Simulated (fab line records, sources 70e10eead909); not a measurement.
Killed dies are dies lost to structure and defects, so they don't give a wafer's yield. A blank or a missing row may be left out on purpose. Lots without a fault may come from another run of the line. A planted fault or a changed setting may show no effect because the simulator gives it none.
Which tool did it? | flow nand_harc | 6 lots, 18 wafers sampled, at 2 steps of a route of 1159

WHAT THE GAUGES READ, wafer by wafer
NHARC_P_ZERO_WELL_CD_MEAS_37: target cd 720 nm.
lot  | measured    | on        | cd_nm (nm)
L786 | day 2 14:25 | cd_sem-02 | 715.7 717.9 719.4
L790 | day 2 22:15 | cd_sem-02 | 722.2 723.4 720.6
L795 | day 4 04:10 | cd_sem-02 | 718.5 717.9 716.5
L802 | day 5 22:08 | cd_sem-03 | 721.2 718.5 718.8
L806 | day 6 22:06 | cd_sem-03 | 718.9 719.8 719.8
L808 | day 7 10:07 | cd_sem-01 | 719.9 720.1 721.5

WHICH TOOL RAN EACH LOT (tool, then ch and the chambers of the sampled wafers, then the start)
lot  | NHARC_P_ZERO_WELL_EXPOSE_34
L786 | krf_scanner-03 ch 0, day 2 14:16
L790 | krf_scanner-03 ch 0, day 2 22:06
L795 | krf_scanner-03 ch 0, day 4 04:00
L802 | krf_scanner-02 ch 0, day 5 21:59
L806 | krf_scanner-03 ch 0, day 6 21:57
L808 | krf_scanner-03 ch 0, day 7 09:57
- NHARC_P_ZERO_WELL_EXPOSE_34: exposes mask P PWELL, target cd 720 nm.

THE ANSWER, worked out from the rows above alone
Rule: what is usual is taken from the lots themselves. Put in order of their means at a reading, lots are off if they are a third of the lots or fewer, leave a main group of 4 or more, and stand apart from it by a gap of 3 or more times the standard deviation of the main group's means; of several such gaps the widest counts. A main group whose means are all the same, to the digits that the tables above print for the reading, isn't used. A lot without any number at a reading at which 4 lots or more have one is off too. The other lots that the step has rows for count as sound.
No lot is off at any reading shown: from this, nothing can be told.

WHAT THE SIMULATOR HAD PUT IN
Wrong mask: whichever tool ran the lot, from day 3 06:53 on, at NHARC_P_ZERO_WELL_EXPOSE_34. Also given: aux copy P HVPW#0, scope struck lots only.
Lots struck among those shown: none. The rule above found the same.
